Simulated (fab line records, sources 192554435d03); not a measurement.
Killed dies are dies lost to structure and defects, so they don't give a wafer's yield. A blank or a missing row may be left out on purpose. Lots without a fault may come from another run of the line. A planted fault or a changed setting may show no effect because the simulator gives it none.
Which tool did it? | flow n5_finfet | 10 lots, 30 wafers sampled, at 2 steps of a route of 1938

WHAT THE GAUGES READ, wafer by wafer
N5_BEOL_M6_OVL_MEAS_12.
lot  | measured     | on         | M6_OVL (nm)
L387 | day 10 13:50 | overlay-02 | 0.1 0.1 0.6
L389 | day 10 19:33 | overlay-02 | 0.2 -0.6 0.7
L392 | day 11 00:37 | overlay-02 | 0.5 1.1 0.8
L390 | day 11 10:56 | overlay-02 | -0.1 0.4 -0.2
L393 | day 12 05:51 | overlay-01 | -0.8 -0.5 0.0
L395 | day 13 08:54 | overlay-02 | 1.3 0.6 0.9
L400 | day 15 08:16 | overlay-01 | -1.1 -0.3 -1.7
L404 | day 15 15:34 | overlay-01 | 0.9 0.6 0.1
L401 | day 15 23:23 | overlay-01 | 0.2 -0.5 -0.6
L406 | day 16 19:17 | overlay-02 | -0.2 -0.4 0.0

WHICH TOOL RAN EACH LOT (tool, then ch and the chambers of the sampled wafers, then the start)
lot  | N5_BEOL_M6_CURE_74
L387 | uv_cure-02 ch 2, day 10 10:15
L389 | uv_cure-02 ch 0, day 10 15:11
L392 | uv_cure-01 ch 1, day 10 21:20
L390 | uv_cure-03 ch 2, day 11 07:59
L393 | uv_cure-02 ch 1, day 12 04:47
L395 | uv_cure-01 ch 1, day 13 07:01
L400 | uv_cure-03 ch 2, day 15 06:19
L404 | uv_cure-03 ch 0, day 15 11:51
L401 | uv_cure-01 ch 0, day 15 22:04
L406 | uv_cure-01 ch 0, day 16 17:08
- N5_BEOL_M6_CURE_74: cures SiCOH lowk, time 240 s.

WHAT THE TOOLS THEMSELVES READ (means of the sampled wafers that have a number; where no wafer has one, the mark that the record gives instead)
N5_BEOL_M6_CURE_74.
lot  | tool       | lamp_power_pct (%) | wafer_temp_C_max
L387 | uv_cure-02 | 52.27              | 386.8
L389 | uv_cure-02 | 52.31              | 387.0
L392 | uv_cure-01 | 52.35              | 388.2
L390 | uv_cure-03 | 52.25              | 387.6
L393 | uv_cure-02 | 52.30              | 387.3
L395 | uv_cure-01 | 52.31              | 388.1
L400 | uv_cure-03 | 52.33              | 388.4
L404 | uv_cure-03 | 52.25              | 388.2
L401 | uv_cure-01 | 52.33              | 387.0
L406 | uv_cure-01 | 52.31              | 387.0

THE ANSWER, worked out from the rows above alone
Rule: what is usual is taken from the lots themselves. Put in order of their means at a reading, lots are off if they are a third of the lots or fewer, leave a main group of 4 or more, and stand apart from it by a gap of 3 or more times the standard deviation of the main group's means; of several such gaps the widest counts. A main group whose means are all the same, to the digits that the tables above print for the reading, isn't used. A lot without any number at a reading at which 4 lots or more have one is off too. The other lots that the step has rows for count as sound. The gauges are gone through in route order, then the tools' own readings, and for those a lot's mean is taken as printed above. The first step at which some lot is off is used, and at that step the reading that is off furthest; a lot without a number counts as furthest.
No lot is off at any reading shown: from this, nothing can be told.

WHAT THE SIMULATOR HAD PUT IN
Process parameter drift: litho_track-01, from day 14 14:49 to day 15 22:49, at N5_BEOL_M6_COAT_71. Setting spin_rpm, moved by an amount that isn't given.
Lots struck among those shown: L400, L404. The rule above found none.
